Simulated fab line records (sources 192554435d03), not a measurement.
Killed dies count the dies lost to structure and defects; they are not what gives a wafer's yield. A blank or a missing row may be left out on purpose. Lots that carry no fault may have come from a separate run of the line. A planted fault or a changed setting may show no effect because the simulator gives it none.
fab line records + flow n5_finfet
record
- lots=9
- wafers=26
- last_day=18
route steps=1938 shown HKMG_FIN@437 BEOL_M4@1111 PASSIVATION@1936
lots that met no fault: taken from a fault-free run of the same line
start_h: hours from the record's first day to the start of the lot's first wafer shown + wait_h: time in hours since the lot's previous step + " the same as in the row above + L1.1+2: one row covering several wafers at once + - no value, or no start was given + * or withheld: withheld + < > ~ a bound
route shown NAME@n: names a module that has steps shown in the file, with the first one's number in the route + usual: the fault-free wafers' mean and standard deviation + same: alike in all rows + chamber/n: place in a boat + sites: each site's reading + _std_site: the standard deviation of these + _edge_site: the outer-site mean with the inner-site mean subtracted + radius_mm: for every site, how far away it sits from the centre of the wafer + mask NAME#n: copy n + behind: the last tool/chamber to shape the wafer + hold: why the lot was held/for how many hours/how that ended + device: which transistor (n, p or np) failed to switch + end of line: the same wafers' tests at the end of the route + where a step has no rows: the recipe by itself + killed: dies that structure and defects cost at the first sort, which is not the same as the wafer's yield + map: the dies of a wafer, with x for killed, . for not killed, _ for no die there
set.NAME: the setting the step ran with; set.NAME@STEP: the setting that earlier step ran with + model.NAME: the simulator's own value behind a step, which no gauge read
steps of the route over a sample of lots; a table a step, a row a wafer
services: the hour from which a tool's chamber was out of use, counted from the record's first day as start_h (under 0 if before that day), plus the number of hours and why
## steps
# step N5_HKMG_FIN_STRIP_34
# recipe
- chemistry=CF4
- resist=SiARC
- power_w=300
- bias_power_w=75
- pressure_mtorr=50
- cf4_flow_sccm=150
- rf_frequency_hz=6e+07
# usual
- drypump_motor_current_A=5.8/0.39
- oes_product_au=0.77/0.085
- power_w=299.9/0.89
- rf_vpp_V=271.4/1.7
- showerhead_plenum_p_Torr=1.80/0.069
- throttle_valve_pct=13.57/0.21
| lot.wafer | tool        | chamber | start_h | wait_h | drypump_motor_current_A | oes_product_au | power_w | rf_hours_counter_h | rf_vpp_V | showerhead_plenum_p_Torr | throttle_valve_pct |
|-----------|-------------|---------|---------|--------|-------------------------|----------------|---------|--------------------|----------|--------------------------|--------------------|
| L423.2    | rie_diel-04 | 1       | 94.44   | 0.0    | 6.1                     | 0.89           | 299.3   | 31                 | 273.1    | 1.82                     | 13.24              |
| L423.3    | "           | 3       | "       | "      | 5.6                     | 0.70           | 297.6   | 219                | 271.7    | 1.84                     | 13.80              |
| L423.6    | "           | 1       | "       | "      | 6.1                     | 0.88           | 299.9   | -                  | 269.4    | 1.82                     | 13.25              |
| L426.1    | rie_diel-05 | 0       | 112.81  | 0.0    | 6.6                     | 0.82           | 299.3   | 81                 | 272.9    | 1.91                     | 13.63              |
| L426.4    | "           | 1       | "       | "      | 5.6                     | 0.72           | 300.4   | -                  | 267.9    | 1.71                     | 13.56              |
| L426.5    | "           | 0       | "       | "      | 6.6                     | 0.83           | 300.2   | -                  | 273.4    | 1.91                     | 13.63              |
| L428.1    | rie_diel-03 | 2       | 123.44  | 0.0    | 5.9                     | 0.71           | 298.3   | 218                | 271.1    | 1.72                     | 13.62              |
| L428.3    | "           | 3       | "       | "      | 5.5                     | 0.98           | 299.0   | 0                  | 269.7    | 1.77                     | 13.44              |
| L430.1    | rie_diel-05 | 3       | 134.40  | 0.0    | 5.7                     | 0.70           | 299.4   | 203                | 269.7    | 1.78                     | 13.63              |
| L430.3    | "           | 2       | "       | "      | 5.1                     | 0.94           | 299.1   | 4                  | 273.2    | 1.92                     | 13.14              |
| L430.6    | "           | 2       | "       | "      | 5.1                     | 0.95           | 298.7   | -                  | 272.9    | 1.92                     | 13.12              |
| L436.2    | rie_diel-05 | 2       | 174.55  | 0.0    | 5.1                     | 0.89           | 300.1   | 17                 | 275.4    | 1.91                     | 13.17              |
| L436.4    | "           | 0       | "       | "      | 6.6                     | 0.80           | 300.7   | 102                | 271.4    | 1.90                     | 13.67              |
| L436.6    | "           | 0       | "       | "      | 6.6                     | 0.81           | 299.8   | -                  | 274.7    | 1.90                     | 13.69              |
| L439.1    | rie_diel-04 | 2       | 187.09  | 0.0    | 5.5                     | 0.72           | 299.6   | 184                | 270.4    | 1.73                     | 13.69              |
| L439.2    | "           | 0       | "       | "      | 6.3                     | 0.70           | 299.9   | 242                | 274.0    | 1.84                     | 14.20              |
| L439.5    | "           | 1       | "       | "      | 6.1                     | 0.83           | 300.1   | -                  | 271.3    | 1.81                     | 13.33              |
| L440.1    | rie_diel-03 | 0       | 198.33  | 0.0    | 5.8                     | 0.69           | 298.8   | 219                | 270.8    | 1.85                     | 13.44              |
| L440.2    | "           | 1       | "       | "      | 5.7                     | 0.85           | 299.4   | 36                 | 273.1    | 1.81                     | 13.50              |
| L440.6    | "           | 1       | "       | "      | 5.8                     | 0.84           | 299.6   | -                  | 270.3    | 1.81                     | 13.48              |
| L442.1    | rie_diel-03 | 1       | 209.42  | 0.0    | 5.8                     | 0.84           | 299.1   | 42                 | 272.4    | 1.81                     | 13.50              |
| L442.2    | "           | 0       | "       | "      | 5.8                     | 0.69           | 298.3   | 225                | 272.0    | 1.85                     | 13.46              |
| L442.3    | "           | 3       | "       | "      | 5.5                     | 0.89           | 299.9   | 25                 | 270.2    | 1.77                     | 13.49              |
| L443.2    | rie_diel-04 | 2       | 212.94  | 0.0    | 5.5                     | 0.72           | 299.5   | 196                | 270.2    | 1.73                     | 13.72              |
| L443.4    | "           | 3       | "       | "      | 5.6                     | 0.93           | 299.9   | -                  | 271.1    | 1.83                     | 13.30              |
| L443.6    | "           | 1       | "       | "      | 6.1                     | 0.82           | 300.4   | -                  | 270.9    | 1.81                     | 13.34              |
# step N5_HKMG_FIN_STRIP_92
# recipe
- chemistry=N2/H2
- material=SOC
- time_s=20
- power_w=500
- temp_c=40
- pressure_mtorr=50
- rf_frequency_hz=6e+07
- bias_power_w=8
- h2_frac=0.5
- n2_flow_sccm=300
- h2_flow_sccm=300
# usual
- drypump_motor_current_A=5.8/0.4
- oes_product_au=0.77/0.093
- power_w=500.1/1.4
- rf_vpp_V=54.2/0.9
- showerhead_plenum_p_Torr=3.37/0.13
- throttle_valve_pct=18.9/0.36
| lot.wafer | tool        | chamber | start_h | wait_h | drypump_motor_current_A | oes_product_au | power_w | rf_hours_counter_h | rf_vpp_V | showerhead_plenum_p_Torr | throttle_valve_pct |
|-----------|-------------|---------|---------|--------|-------------------------|----------------|---------|--------------------|----------|--------------------------|--------------------|
| L423.2    | rie_diel-04 | 1       | 94.61   | 0.1    | 6.1                     | 0.90           | 498.4   | 31                 | 55.8     | 3.43                     | 18.7               |
| L423.3    | "           | 3       | "       | "      | 5.7                     | 0.71           | 498.7   | 219                | 54.0     | 3.46                     | 19.0               |
| L423.6    | "           | 1       | "       | "      | 6.1                     | 0.90           | 498.7   | -                  | 55.7     | 3.43                     | 18.7               |
| L426.1    | rie_diel-05 | 0       | 112.98  | 0.1    | 6.6                     | 0.83           | 502.7   | 81                 | 55.0     | 3.55                     | 19.1               |
| L426.4    | "           | 1       | "       | "      | 5.6                     | 0.70           | 501.2   | -                  | 53.7     | 3.21                     | 18.8               |
| L426.5    | "           | 0       | "       | "      | 6.6                     | 0.83           | 501.2   | -                  | 53.4     | 3.55                     | 19.1               |
| L428.1    | rie_diel-03 | 2       | 123.61  | 0.1    | 5.9                     | 0.69           | 498.3   | 218                | 53.2     | 3.18                     | 18.5               |
| L428.3    | "           | 3       | "       | "      | 5.5                     | 1.00           | 499.9   | 0                  | 54.2     | 3.28                     | 18.7               |
| L430.1    | rie_diel-05 | 3       | 134.57  | 0.1    | 5.7                     | 0.71           | 499.4   | 203                | 54.9     | 3.32                     | 18.8               |
| L430.3    | "           | 2       | "       | "      | 5.1                     | 0.96           | 502.6   | 4                  | 55.2     | 3.60                     | 18.9               |
| L430.6    | "           | 2       | "       | "      | 5.1                     | 0.95           | 502.1   | -                  | 54.0     | 3.60                     | 18.9               |
| L436.2    | rie_diel-05 | 2       | 174.72  | 0.1    | 5.1                     | 0.92           | 499.8   | 17                 | 56.3     | 3.59                     | 18.9               |
| L436.4    | "           | 0       | "       | "      | 6.6                     | 0.80           | 499.1   | 102                | 54.8     | 3.54                     | 19.1               |
| L436.6    | "           | 0       | "       | "      | 6.6                     | 0.81           | 499.6   | -                  | 53.4     | 3.54                     | 19.1               |
| L439.1    | rie_diel-04 | 2       | 187.26  | 0.1    | 5.5                     | 0.71           | 499.8   | 184                | 54.6     | 3.22                     | 19.0               |
| L439.2    | "           | 0       | "       | "      | 6.4                     | 0.71           | 499.7   | 243                | 54.5     | 3.42                     | 19.8               |
| L439.5    | "           | 1       | "       | "      | 6.1                     | 0.85           | 501.5   | -                  | 53.2     | 3.41                     | 18.7               |
| L440.1    | rie_diel-03 | 0       | 198.50  | 0.1    | 5.8                     | 0.69           | 499.2   | 219                | 54.1     | 3.45                     | 18.5               |
| L440.2    | "           | 1       | "       | "      | 5.8                     | 0.86           | 501.5   | 37                 | 55.1     | 3.44                     | 19.5               |
| L440.6    | "           | 1       | "       | "      | 5.8                     | 0.86           | 500.4   | -                  | 54.6     | 3.44                     | 19.5               |
| L442.1    | rie_diel-03 | 1       | 209.59  | 0.1    | 5.8                     | 0.85           | 500.7   | 42                 | 53.9     | 3.44                     | 19.5               |
| L442.2    | "           | 0       | "       | "      | 5.8                     | 0.69           | 501.0   | 225                | 54.8     | 3.44                     | 18.5               |
| L442.3    | "           | 3       | "       | "      | 5.5                     | 0.92           | 502.2   | 25                 | 53.9     | 3.26                     | 18.8               |
| L443.2    | rie_diel-04 | 2       | 213.11  | 0.1    | 5.5                     | 0.71           | 501.0   | 196                | 53.6     | 3.21                     | 19.0               |
| L443.4    | "           | 3       | "       | "      | 5.7                     | 0.95           | 498.7   | -                  | 53.8     | 3.43                     | 18.6               |
| L443.6    | "           | 1       | "       | "      | 6.1                     | 0.84           | 500.4   | -                  | 55.4     | 3.41                     | 18.8               |
# step N5_HKMG_FIN_ALD_91
# recipe
- material=TiN
- target_thk_a=10
- temp_c=400
- ald_precursor_family=TiCl4
- ald_co_reactant=NH3
- pulse_time_s=1
- purge_time_s=3
- co_reactant_purge_time_s=2
- co_reactant_pulse_time_s=2
- ald_cycles=47
- pressure_torr=3
# usual
- co_reactant_pulse_time_s=2/0
- heater_power_w=875/64
- precursor_pulse_height_rel=0.998/0.02
# same
- co_reactant_purge_time_s=2
| lot.wafer | tool         | chamber | start_h | wait_h | co_reactant_pulse_time_s | heater_power_w | precursor_pulse_height_rel |
|-----------|--------------|---------|---------|--------|--------------------------|----------------|----------------------------|
| L423.2    | ald_metal-03 | 1       | 95.14   | 0.3    | 2                        | 865            | 1.010                      |
| L423.3    | "            | 0       | "       | "      | 2                        | 820            | 0.978                      |
| L423.6    | "            | 3       | "       | "      | 2                        | 861            | 0.971                      |
| L426.1    | ald_metal-03 | 1       | 113.63  | 0.3    | 2                        | 867            | 1.015                      |
| L426.4    | "            | 2       | "       | "      | 2                        | 911            | 0.976                      |
| L426.5    | "            | 3       | "       | "      | 2                        | 847            | 0.998                      |
| L428.1    | ald_metal-03 | 0       | 124.14  | 0.3    | 1.8913                   | 849            | 1.008                      |
| L428.3    | "            | 3       | "       | "      | 2                        | 866            | 1.012                      |
| L430.1    | ald_metal-03 | 3       | 135.10  | 0.3    | 1.8913                   | 836            | 1.006                      |
| L430.3    | "            | 0       | "       | "      | 2                        | 829            | 0.998                      |
| L430.6    | "            | 0       | "       | "      | 1.8913                   | 813            | 1.022                      |
| L436.2    | ald_metal-02 | 3       | 175.25  | 0.3    | 2                        | 1002           | 1.028                      |
| L436.4    | "            | 1       | "       | "      | 2                        | 827            | 1.014                      |
| L436.6    | "            | 2       | "       | "      | 2                        | 844            | 0.989                      |
| L439.1    | ald_metal-04 | 1       | 187.79  | 0.3    | 2                        | 806            | 0.983                      |
| L439.2    | "            | 0       | "       | "      | 2                        | 883            | 0.992                      |
| L439.5    | "            | 3       | "       | "      | 2                        | 1024           | 1.029                      |
| L440.1    | ald_metal-04 | 1       | 199.03  | 0.3    | 2                        | 822            | 0.980                      |
| L440.2    | "            | 3       | "       | "      | 2                        | 999            | 0.984                      |
| L440.6    | "            | 3       | "       | "      | 2                        | 1022           | 1.001                      |
| L442.1    | ald_metal-04 | 1       | 210.12  | 0.3    | 2                        | 834            | 1.002                      |
| L442.2    | "            | 2       | "       | "      | 2                        | 875            | 0.992                      |
| L442.3    | "            | 3       | "       | "      | 2                        | 987            | 0.966                      |
| L443.2    | ald_metal-03 | 1       | 213.64  | 0.3    | 2                        | 875            | 0.999                      |
| L443.4    | "            | 2       | "       | "      | 2                        | 911            | 0.999                      |
| L443.6    | "            | 2       | "       | "      | 2                        | 900            | 0.956                      |
# step N5_HKMG_FIN_ETCHBACK_68
# recipe
- chemistry=Cl2/Ar
- stop_on=HfO2
- target_depth_a=5
- pressure_mtorr=10
- icp_w=600
- bias_w=60
- Cl2_flow_sccm=40
- Ar_flow_sccm=60
# usual
- drypump_motor_current_A=5.6/0.43
- oes_product_au=0.73/0.14
- throttle_valve_pct=20.8/0.4
| lot.wafer | tool         | chamber | start_h | wait_h | drypump_motor_current_A | oes_product_au | rf_hours_counter_h | throttle_valve_pct |
|-----------|--------------|---------|---------|--------|-------------------------|----------------|--------------------|--------------------|
| L423.2    | rie_metal-02 | 1       | 96.77   | 0.0    | 6.1                     | 0.60           | 118                | 21.2               |
| L423.3    | "            | 0       | "       | "      | 5.9                     | 0.58           | -                  | 20.7               |
| L423.6    | "            | 1       | "       | "      | 6.1                     | 0.60           | -                  | 21.2               |
| L426.1    | rie_metal-01 | 1       | 115.32  | 0.0    | 5.1                     | 0.59           | 126                | 21.3               |
| L426.4    | "            | 0       | "       | "      | 5.0                     | 0.77           | -                  | 20.4               |
| L426.5    | "            | 0       | "       | "      | 5.1                     | 0.77           | -                  | 20.4               |
| L428.1    | rie_metal-03 | 1       | 125.79  | 0.0    | 5.3                     | 0.76           | 41                 | 20.9               |
| L428.3    | "            | 1       | "       | "      | 5.3                     | 0.76           | -                  | 20.9               |
| L430.1    | rie_metal-03 | 1       | 136.78  | 0.0    | 5.3                     | 0.76           | 42                 | 20.9               |
| L430.3    | "            | 1       | "       | "      | 5.3                     | 0.76           | -                  | 21.0               |
| L430.6    | "            | 0       | "       | "      | 5.6                     | 0.92           | -                  | 21.2               |
| L436.2    | rie_metal-01 | 1       | 176.92  | 0.0    | 5.1                     | 0.58           | 132                | 21.3               |
| L436.4    | "            | 1       | "       | "      | 5.1                     | 0.57           | -                  | 21.3               |
| L436.6    | "            | 0       | "       | "      | 5.1                     | 0.75           | -                  | 20.4               |
| L439.1    | rie_metal-03 | 1       | 189.46  | 0.0    | 5.3                     | 0.74           | 46                 | 21.0               |
| L439.2    | "            | 0       | "       | "      | 5.5                     | 0.88           | 9                  | 21.2               |
| L439.5    | "            | 0       | "       | "      | 5.6                     | 0.90           | -                  | 21.2               |
| L440.1    | rie_metal-02 | 1       | 200.66  | 0.0    | 6.1                     | 0.59           | 128                | 21.2               |
| L440.2    | "            | 0       | "       | "      | 6.0                     | 0.91           | 5                  | 20.3               |
| L440.6    | "            | 1       | "       | "      | 6.1                     | 0.59           | -                  | 21.2               |
| L442.1    | rie_metal-03 | 0       | 212.00  | 0.0    | 5.6                     | 0.87           | 11                 | 21.2               |
| L442.2    | "            | 1       | "       | "      | 5.3                     | 0.73           | 48                 | 21.0               |
| L442.3    | "            | 1       | "       | "      | 5.3                     | 0.75           | -                  | 21.0               |
| L443.2    | rie_metal-02 | 0       | 215.31  | 0.1    | 6.0                     | 0.89           | -                  | 20.3               |
| L443.4    | "            | 0       | "       | "      | 6.0                     | 0.89           | -                  | 20.3               |
| L443.6    | "            | 0       | "       | "      | 6.0                     | 0.89           | -                  | 20.3               |
# step N5_BEOL_M4_RC_MEAS_101
# usual
- DIBL_N=36.5/1.8
- DIBL_P=36.5/2.1
- IOFF_N=0.17/0.031
- IOFF_P=0.22/0.036
- ION_N=677/11
- ION_P=463/8
- SS_N=71.6/0.61
- SS_P=73.3/0.63
- VT_N=249/3.1
- VT_P=-250/3.3
| lot.wafer | tool      | chamber | start_h | wait_h | DIBL_N[mV/V] | DIBL_P[mV/V] | IOFF_N[nA/um] | IOFF_P[nA/um] | ION_N[uA/um] | ION_P[uA/um] | SS_N[mV/dec] | SS_P[mV/dec] | VT_N[mV] | VT_P[mV] |
|-----------|-----------|---------|---------|--------|--------------|--------------|---------------|---------------|--------------|--------------|--------------|--------------|----------|----------|
| L423.2    | prober-02 | 0       | 182.71  | 0.2    | 40.8         | 41.5         | 0.23          | 0.26          | 683          | 462          | 72.8         | 74.2         | 245      | -250     |
| L423.3    | "         | 0       | "       | "      | 37.6         | 38.2         | 0.17          | 0.20          | 688          | 465          | 71.1         | 73.7         | 248      | -253     |
| L423.6    | "         | 0       | "       | "      | 37.2         | 36.6         | 0.15          | 0.18          | 675          | 454          | 71.1         | 73.3         | 251      | -255     |
| L426.1    | prober-02 | 0       | 212.25  | 0.0    | 35.0         | 35.6         | 0.13          | 0.19          | 667          | 465          | 70.8         | 73.1         | 249      | -251     |
| L426.4    | "         | 0       | "       | "      | 35.7         | 36.2         | 0.15          | 0.20          | 678          | 467          | 71.3         | 73.9         | 249      | -253     |
| L426.5    | "         | 0       | "       | "      | 33.9         | 34.9         | 0.13          | 0.18          | 675          | 463          | 70.9         | 72.5         | 251      | -251     |
| L428.1    | prober-02 | 0       | 219.61  | 0.0    | 35.0         | 34.7         | 0.15          | 0.20          | 677          | 461          | 71.1         | 73.3         | 247      | -251     |
| L428.3    | "         | 0       | "       | "      | 36.3         | 35.7         | 0.16          | 0.21          | 678          | 462          | 71.2         | 73.3         | 250      | -251     |
| L430.1    | prober-01 | 0       | 236.67  | 0.0    | 36.4         | 35.0         | 0.18          | 0.20          | 679          | 454          | 71.9         | 72.7         | 246      | -252     |
| L430.3    | "         | 0       | "       | "      | 38.2         | 36.7         | 0.20          | 0.22          | 675          | 452          | 72.8         | 73.5         | 248      | -250     |
| L430.6    | "         | 0       | "       | "      | 37.4         | 35.6         | 0.20          | 0.21          | 672          | 452          | 71.6         | 73.1         | 246      | -252     |
| L436.2    | prober-01 | 0       | 271.61  | 0.2    | 36.3         | 36.7         | 0.15          | 0.20          | 667          | 456          | 71.2         | 72.9         | 251      | -250     |
| L436.4    | "         | 0       | "       | "      | 35.7         | 34.7         | 0.13          | 0.17          | 663          | 460          | 70.9         | 72.3         | 252      | -252     |
| L436.6    | "         | 0       | "       | "      | 38.1         | 38.7         | 0.18          | 0.23          | 690          | 463          | 71.9         | 73.2         | 249      | -249     |
| L439.1    | prober-02 | 0       | 274.38  | 0.0    | 37.5         | 38.0         | 0.20          | 0.29          | 688          | 475          | 72.0         | 73.8         | 246      | -242     |
| L439.2    | "         | 0       | "       | "      | 36.0         | 36.8         | 0.18          | 0.27          | 694          | 482          | 71.0         | 73.5         | 246      | -243     |
| L439.5    | "         | 0       | "       | "      | 36.7         | 37.7         | 0.19          | 0.30          | 692          | 478          | 71.7         | 73.9         | 248      | -241     |
| L440.1    | prober-01 | 0       | 306.24  | 0.0    | 35.3         | 37.2         | 0.15          | 0.20          | 679          | 467          | 70.5         | 73.8         | 250      | -252     |
| L440.2    | "         | 0       | "       | "      | 34.3         | 35.6         | 0.13          | 0.18          | 677          | 464          | 71.4         | 73.4         | 251      | -252     |
| L440.6    | "         | 0       | "       | "      | 34.7         | 36.1         | 0.14          | 0.19          | 675          | 465          | 71.3         | 73.8         | 250      | -250     |
| L442.1    | prober-02 | 0       | 312.77  | 0.0    | 36.9         | 37.0         | 0.17          | 0.25          | 673          | 465          | 71.8         | 73.1         | 247      | -246     |
| L442.2    | "         | 0       | "       | "      | 38.9         | 39.9         | 0.21          | 0.29          | 687          | 476          | 72.7         | 73.8         | 247      | -243     |
| L442.3    | "         | 0       | "       | "      | 35.3         | 35.8         | 0.16          | 0.22          | 683          | 472          | 71.2         | 72.8         | 250      | -248     |
| L443.2    | prober-01 | 0       | 335.20  | 0.2    | 37.0         | 35.4         | 0.15          | 0.20          | 662          | 456          | 72.7         | 72.6         | 253      | -251     |
| L443.4    | "         | 0       | "       | "      | 40.1         | 39.8         | 0.20          | 0.28          | 673          | 465          | 72.6         | 74.4         | 251      | -245     |
| L443.6    | "         | 0       | "       | "      | 38.5         | 38.1         | 0.18          | 0.25          | 667          | 461          | 71.9         | 73.8         | 248      | -247     |
# step N5_PASSIVATION_PROBE_49
# usual
- defect_limited_yield=91.4/1.5
- killed_at_M0_to_M3=35/11
- killed_at_M4_up=16/7
- killed_at_contacts=11/5.3
- killed_at_front_end=37/11
- killed_at_other=3.1/2.8
- killed_dies=102/18
- killed_open=69/15
- killed_short=31/7.8
- sort_bin_5_function=5.1/1.1
- sort_bin_6_memory=3.2/0.69
- sort_n_pass=1078/18
- sort_yield_pct=91.4/1.5
# same
- gross_dies=1180
- killed_at_back_side=0
- sort_bin_4_leakage[%]=0
- sort_bin_8_speed[%]=0
| lot.wafer | tool      | chamber | start_h | wait_h | defect_limited_yield[%] | killed_at_M0_to_M3 | killed_at_M4_up | killed_at_contacts | killed_at_front_end | killed_at_other | killed_dies | killed_open | killed_short | sort_bin_5_function[%] | sort_bin_6_memory[%] | sort_n_pass | sort_yield_pct[%] |
|-----------|-----------|---------|---------|--------|-------------------------|--------------------|-----------------|--------------------|---------------------|-----------------|-------------|-------------|--------------|------------------------|----------------------|-------------|-------------------|
| L430.3    | prober-01 | -       | 337.60  | 0.1    | 91.2                    | 34                 | 28              | 9                  | 27                  | 6               | 104         | 82          | 20           | 5.1                    | 3.3                  | 1076        | 91.2              |
| L430.6    | prober-01 | -       | 337.75  | 0.3    | 92.8                    | 26                 | 14              | 9                  | 33                  | 3               | 85          | 62          | 19           | 3.7                    | 3.4                  | 1095        | 92.8              |
| L436.2    | prober-02 | -       | 380.70  | 0.1    | 93.1                    | 27                 | 11              | 3                  | 37                  | 3               | 81          | 52          | 29           | 4.2                    | 2.5                  | 1099        | 93.1              |
| L436.4    | prober-02 | -       | 380.80  | 0.2    | 91.5                    | 34                 | 21              | 1                  | 41                  | 3               | 100         | 69          | 30           | 5.4                    | 2.9                  | 1080        | 91.5              |
| L436.6    | prober-02 | -       | 380.90  | 0.3    | 91.5                    | 34                 | 18              | 6                  | 39                  | 3               | 100         | 73          | 27           | 5.8                    | 2.6                  | 1080        | 91.5              |
| L439.1    | prober-02 | -       | 382.42  | 0.0    | 89.9                    | 37                 | 18              | 11                 | 51                  | 2               | 119         | 83          | 36           | 5.8                    | 4.2                  | 1061        | 89.9              |
| L439.2    | prober-02 | -       | 382.47  | 0.1    | 90.0                    | 33                 | 12              | 33                 | 40                  | 0               | 118         | 77          | 41           | 7.3                    | 2.5                  | 1062        | 90.0              |
| L439.5    | prober-02 | -       | 382.62  | 0.2    | 89.3                    | 18                 | 13              | 14                 | 77                  | 4               | 126         | 88          | 35           | 6.1                    | 4.2                  | 1054        | 89.3              |
| L440.1    | prober-02 | -       | 424.38  | 0.0    | 93.2                    | 30                 | 21              | 9                  | 20                  | 0               | 80          | 54          | 24           | 4.0                    | 2.5                  | 1100        | 93.2              |
| L440.2    | prober-02 | -       | 424.43  | 0.1    | 90.9                    | 39                 | 17              | 12                 | 38                  | 1               | 107         | 84          | 20           | 5.9                    | 3.0                  | 1073        | 90.9              |
| L440.6    | prober-02 | -       | 424.63  | 0.3    | 92.5                    | 21                 | 17              | 6                  | 42                  | 3               | 89          | 61          | 28           | 4.7                    | 2.8                  | 1091        | 92.5              |
# killed by level:class
L430.3 BEOL_M4:geometric_particle:open=15 BEOL_M3:geometric_particle:open=9 STI_FIN_REVEAL:geometric_particle:open=8 MOL_CONTACT_COAG:geometric_particle:open=8 BEOL_M2:geometric_particle:open=8 BEOL_M1:geometric_particle:open=6 BEOL_M6:geometric_particle:open=4 FIN_SAQP:geometric_particle:short=3
L430.6 BEOL_M2:geometric_particle:open=8 FIN_SAQP:geometric_particle:short=7 MOL_CONTACT_COAG:geometric_particle:open=7 FIN_SAQP:geometric_particle:open=6 BEOL_M0_SAQP:geometric_particle:open=5 BEOL_M3:geometric_particle:open=4 BEOL_M1:geometric_particle:open=4 BEOL_M4:geometric_particle:open=4
L436.2 FIN_SAQP:geometric_particle:open=12 FIN_SAQP:geometric_particle:short=7 BEOL_M3:geometric_particle:open=6 BEOL_M1:geometric_particle:open=5 BEOL_M2:geometric_particle:open=5 BEOL_M4:geometric_particle:open=5 SPACER0:geometric_particle:short=4 BEOL_M2:geometric_particle:short=4
L436.4 FIN_SAQP:geometric_particle:open=17 BEOL_M4:geometric_particle:open=11 STI_FIN_REVEAL:geometric_particle:open=7 FIN_SAQP:geometric_particle:short=6 BEOL_M2:geometric_particle:short=6 BEOL_M2:geometric_particle:open=6 BEOL_M3:geometric_particle:open=6 BEOL_M1:geometric_particle:open=5
L436.6 BEOL_M3:geometric_particle:open=14 BEOL_M4:geometric_particle:open=14 FIN_SAQP:geometric_particle:short=10 FIN_SAQP:geometric_particle:open=9 DUMMY_GATE:geometric_particle:open=9 BEOL_M1:geometric_particle:open=4 STARTING-WAFER:geometric_particle:open=4 STI_FIN_REVEAL:geometric_particle:open=3
L439.1 STI_FIN_REVEAL:geometric_particle:open=18 MOL_CONTACT_COAG:geometric_particle:open=10 BEOL_M1:geometric_particle:open=10 BEOL_M4:geometric_particle:open=9 FIN_SAQP:geometric_particle:short=8 BEOL_M3:geometric_particle:open=8 FIN_SAQP:geometric_particle:open=6 BEOL_M0_SAQP:geometric_particle:short=5
L439.2 MOL_CONTACT_COAG:geometric_particle:open=25 STI_FIN_REVEAL:geometric_particle:open=16 MOL_CONTACT_COAG:geometric_particle:short=8 BEOL_M1:geometric_particle:open=7 FIN_SAQP:geometric_particle:short=6 BEOL_M0_SAQP:geometric_particle:short=6 STI_FIN_REVEAL:geometric_particle:short=5 BEOL_M0:geometric_particle:open=4
L439.5 STI_FIN_REVEAL:geometric_particle:open=24 DUMMY_GATE:geometric_particle:open=13 MOL_CONTACT_COAG:geometric_particle:open=12 FIN_SAQP:geometric_particle:open=11 STI_FIN_REVEAL:geometric_particle:short=11 BEOL_M1:geometric_particle:open=6 FIN_SAQP:geometric_particle:short=5 BEOL_M4:geometric_particle:open=5
L440.1 MOL_CONTACT_COAG:geometric_particle:open=8 BEOL_M0_SAQP:geometric_particle:open=7 BEOL_M0_SAQP:geometric_particle:short=6 BEOL_M1:geometric_particle:open=6 BEOL_M4:geometric_particle:open=6 FIN_SAQP:geometric_particle:open=4 DUMMY_GATE:geometric_particle:open=4 GATE_CUT:geometric_particle:short=4
L440.2 BEOL_M3:geometric_particle:open=15 FIN_SAQP:geometric_particle:open=11 MOL_CONTACT_COAG:geometric_particle:open=11 DUMMY_GATE:geometric_particle:open=7 BEOL_M4:geometric_particle:open=7 BEOL_M1:geometric_particle:open=7 BEOL_M0_SAQP:geometric_particle:open=6 STI_FIN_REVEAL:geometric_particle:open=5
L440.6 STI_FIN_REVEAL:geometric_particle:open=11 FIN_SAQP:geometric_particle:open=9 GATE_CUT:geometric_particle:short=7 MOL_CONTACT_COAG:geometric_particle:open=5 BEOL_M2:geometric_particle:open=5 BEOL_M5:geometric_particle:open=4 BEOL_M0_SAQP:geometric_particle:open=4 BEOL_M1:geometric_particle:open=4
## services
| tool         | chamber | start_h | hours | kind                          |
|--------------|---------|---------|-------|-------------------------------|
| rie_diel-05  | 2       | 91.55   | 11.1  | repair                        |
| rie_diel-05  | 2       | 102.69  | -     | clean                         |
| rie_diel-05  | 2       | 102.69  | -     | consumable_replace:focus_ring |
| rie_diel-05  | 2       | 102.69  | -     | consumable_replace:showerhead |
| rie_diel-05  | 2       | 102.69  | 17.7  | scheduled_down                |
| rie_diel-05  | 2       | 102.69  | 17.7  | vent_cycle                    |
| ald_metal-04 | -       | 115.48  | 0.6   | repair                        |
| rie_diel-03  | -       | 118.04  | 2.8   | pm                            |
| rie_diel-04  | 2       | 122.02  | 1.8   | repair                        |
| ald_metal-04 | -       | 165.07  | 2.8   | pm                            |
| rie_diel-05  | 0       | 166.50  | 3.8   | repair                        |
| ald_metal-04 | 2       | 168.13  | 28.5  | repair                        |
| rie_diel-05  | 3       | 168.28  | 4.5   | repair                        |
| ald_metal-03 | -       | 169.56  | 1.2   | pm                            |
| ald_metal-03 | -       | 174.16  | 14.6  | pm                            |
| rie_diel-04  | 3       | 176.86  | -     | clean                         |
| rie_diel-04  | 3       | 176.86  | -     | consumable_replace:focus_ring |
| rie_diel-04  | 3       | 176.86  | 19.3  | scheduled_down                |
| rie_diel-04  | 3       | 176.86  | 19.3  | vent_cycle                    |
| rie_diel-03  | 3       | 197.84  | 8.7   | repair                        |
| rie_diel-04  | 0       | 208.14  | -     | clean                         |
| rie_diel-04  | 0       | 208.14  | -     | consumable_replace:focus_ring |
| rie_diel-04  | 0       | 208.14  | 16.2  | scheduled_down                |
| rie_diel-03  | 3       | 214.28  | 5.1   | repair                        |
## key
first_sign
- step=N5_HKMG_FIN_ALD_91
- reading=co_reactant_pulse_time_s
- direction=down
- sigmas=99+
- usual=*
- struck=*
effect none on later readings
met_at N5_HKMG_FIN_ALD_91
struck_lots L428,L430
struck_wafers L428.1,L430.1,L430.6
not_acting_at N5_HKMG_FIN_STRIP_34,N5_HKMG_FIN_STRIP_92,N5_HKMG_FIN_ETCHBACK_68
onset_between 113.63 124.14
fault
- kind=process_parameter_drift
- tool=ald_metal-03
- chamber=-
- onset_h=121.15
- steps=N5_HKMG_FIN_ALD_91
- channel=co_reactant_pulse_time_s
- offset=*
- shape=step
- end_h=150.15
- scope=struck_wafers_only
- acts_in=*
- stated=*
